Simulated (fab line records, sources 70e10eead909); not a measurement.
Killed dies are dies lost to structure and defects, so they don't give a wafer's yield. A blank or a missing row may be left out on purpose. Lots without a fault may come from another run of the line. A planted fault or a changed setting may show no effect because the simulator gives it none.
A struck lot beside a sound one | flow nand_harc | 40 steps out of a route of 1302
Sound: wafers L739.3, L739.4, L739.6. Struck: wafers L727.3, L727.4, L727.6. The cause comes at the end.
At each step with rows: each side's tool, then ch and its chambers, then its first start. Under that, the readings that differ: sound wafers | struck wafers | difference of the means | sigmas: that difference in standard deviations of wafers without a fault.
alike: readings whose means differ by less than 2 such deviations, and words and numbers that are the same on both sides. not compared: withheld readings, readings that some wafer has no value for, bounds like >300 that may hide the same value, and numbers for which the record gives no deviation and whose values overlap.
The two part at a step that has a row with sigmas, a row that says differs or no value, or rows on one side only. Numbers that don't overlap but have no deviation are shown without sigmas and don't part them. A reading that every wafer of one side lacks parts them only if that side has two wafers or more.

first, 2 steps without rows for these wafers: NHARC_A_DECK1_JOINT_ANNEAL_28 (time 1800 s); NHARC_A_DECK1_JOINT_ANNEAL_29 (time 1800 s).
NHARC_A_DECK1_JOINT_CMP_02: polishes SiOx.
  sound on cmp-04 ch 0,1,2, day 18 03:13; struck on cmp-02 ch 1,2, day 13 13:41
  alike: motor_current_A
then, 1 step without rows for these wafers: NHARC_A_DECK1_JOINT_SRD_15.
NHARC_A_DECK1_JOINT_DEP_16: deposits SiO2, target thk 45 nm.
  sound on pecvd-01 ch 0,2, day 18 03:37; struck on pecvd-04 ch 1,2, day 13 14:06
  alike: heater_power_w, susceptor_temp_C, throttle_valve_pct
NHARC_A_DECK1_JOINT_THK_MEAS_17: measures by ellipsometry.
  sound on film_metro-01, day 18 03:52; struck on film_metro-01, day 13 14:23
  alike: thk_nm
NHARC_A_DECK1_JOINT_INSPECT_05:
  sound on defect_inspect-02, day 18 03:55; struck on defect_inspect-01, day 13 14:25
  reading          | sound       | struck      | difference | sigmas
  raw_defect_count | 549 426 467 | 233 205 204 | -267       | -2
then, 1 step without rows for these wafers: NHARC_A_ONON_D2_DEP_00 (target thk 1000 nm).
NHARC_A_ONON_D2_THK_MEAS_02: measures by ellipsometry.
  sound on film_metro-01, day 18 04:31; struck on film_metro-02, day 13 14:59
  alike: thk_nm
then, 1 step without rows for these wafers: NHARC_A_ONON_D2_DEP_03 (target thk 1000 nm).
NHARC_A_ONON_D2_THK_MEAS_05: measures by ellipsometry.
  sound on film_metro-02, day 18 05:04; struck on film_metro-02, day 13 15:34
  reading     | sound       | struck         | difference | sigmas
  thk_nm (nm) | 990 992 990 | 1013 1013 1014 | +23        | +2
NHARC_A_ONON_D2_DEP_06: target thk 1000 nm.
  sound on pecvd_onon-03 ch 0, day 18 05:14; struck on pecvd_onon-03 ch 0, day 13 15:44
  alike: susceptor_temp_C
NHARC_A_ONON_D2_THK_MEAS_08: measures by ellipsometry.
  sound on film_metro-02, day 18 05:37; struck on film_metro-01, day 13 16:08
  alike: thk_nm
then, 1 step without rows for these wafers: NHARC_A_ONON_D2_DEP_09 (target thk 1000 nm).
NHARC_A_ONON_D2_THK_MEAS_11: measures by ellipsometry.
  sound on film_metro-01, day 18 06:11; struck on film_metro-02, day 13 16:42
  reading     | sound        | struck         | difference | sigmas
  thk_nm (nm) | 1000 999 999 | 1021 1023 1021 | +22        | +2
then, 1 step without rows for these wafers: NHARC_A_ONON_D2_DEP_12 (target thk 1000 nm).
NHARC_A_ONON_D2_THK_MEAS_14: measures by ellipsometry.
  sound on film_metro-01, day 18 06:46; struck on film_metro-02, day 13 17:16
  alike: thk_nm
then, 2 steps without rows for these wafers: NHARC_A_ONON_D2_ANNEAL_15 (time 3600 s); NHARC_A_ONON_D2_DEP_16 (target thk 1000 nm).
NHARC_A_ONON_D2_THK_MEAS_18: measures by ellipsometry.
  sound on film_metro-02, day 18 14:32; struck on film_metro-02, day 14 00:40
  alike: thk_nm
then, 1 step without rows for these wafers: NHARC_A_ONON_D2_DEP_19 (target thk 1000 nm).
NHARC_A_ONON_D2_THK_MEAS_21: measures by ellipsometry.
  sound on film_metro-01, day 18 15:06; struck on film_metro-02, day 14 01:14
  alike: thk_nm
then, 1 step without rows for these wafers: NHARC_A_ONON_D2_DEP_22 (target thk 1000 nm).
NHARC_A_ONON_D2_THK_MEAS_24: measures by ellipsometry.
  sound on film_metro-01, day 18 15:40; struck on film_metro-01, day 14 01:48
  alike: thk_nm
then, 1 step without rows for these wafers: NHARC_A_ONON_D2_DEP_25 (target thk 1000 nm).
NHARC_A_ONON_D2_THK_MEAS_27: measures by ellipsometry.
  sound on film_metro-01, day 18 16:14; struck on film_metro-02, day 14 02:22
  alike: thk_nm
then, 1 step without rows for these wafers: NHARC_A_ONON_D2_DEP_28 (target thk 1000 nm).
NHARC_A_ONON_D2_THK_MEAS_30: measures by ellipsometry.
  sound on film_metro-02, day 18 16:48; struck on film_metro-02, day 14 02:56
  alike: thk_nm
NHARC_A_ONON_D2_DEP_33: deposits SiO2, target thk 200 nm.
  sound on pecvd-02 ch 0,2, day 18 16:56; struck on pecvd-01 ch 0,1, day 14 03:05
  reading                | sound          | struck         | difference | sigmas
  throttle_valve_pct (%) | 16.2 16.3 15.6 | 14.2 15.9 14.5 | -1.2       | -2
  alike: heater_power_w, susceptor_temp_C
NHARC_A_ONON_D2_THK_MEAS_34: measures by ellipsometry.
  sound on film_metro-01, day 18 17:16; struck on film_metro-01, day 14 03:24
  alike: thk_nm
NHARC_A_CHANNEL_HOLE_D2_DEP_00: deposits aC, target thk 3100 nm.
  sound on acl_dep-01 ch 0, day 18 19:26; struck on acl_dep-02 ch 0, day 14 07:39
  alike: susceptor_temp_C, throttle_valve_pct
NHARC_A_CHANNEL_HOLE_D2_DEP_01: deposits SiON, target thk 140 nm.
  sound on pecvd-02 ch 0,1,2, day 18 20:46; struck on pecvd-03 ch 0,1,2, day 14 08:57
  reading            | sound       | struck      | difference | sigmas
  heater_power_w (W) | 801 787 922 | 669 641 623 | -192       | -2
  alike: susceptor_temp_C
then, 7 steps without rows for these wafers: NHARC_A_CHANNEL_HOLE_D2_DEHYDRATE_02 (time 120 s); NHARC_A_CHANNEL_HOLE_D2_HMDS_03 (time 30 s); NHARC_A_CHANNEL_HOLE_D2_COAT_36 (time 75 s); NHARC_A_CHANNEL_HOLE_D2_COAT_37 (time 65 s); NHARC_A_CHANNEL_HOLE_D2_COAT_04 (resist thk 90 nm); NHARC_A_CHANNEL_HOLE_D2_SOFTBAKE_05 (time 55 s); NHARC_A_CHANNEL_HOLE_D2_EBR_06.
-- the record jumps here: 11 days lie between the struck wafers' starts before and after (it left off in module A_CHANNEL_HOLE_D2 and takes up again in module END, whose first step shown is number 1302 of the route) --
NHARC_END_SORT_01:
  the record has rows for the struck wafers here (prober-01 ch 0, day 25 10:02) and none for the sound ones

WHERE THEY PART
First at NHARC_A_DECK1_JOINT_INSPECT_05; last, within this record, at NHARC_END_SORT_01.

WHY: what the simulator had put in
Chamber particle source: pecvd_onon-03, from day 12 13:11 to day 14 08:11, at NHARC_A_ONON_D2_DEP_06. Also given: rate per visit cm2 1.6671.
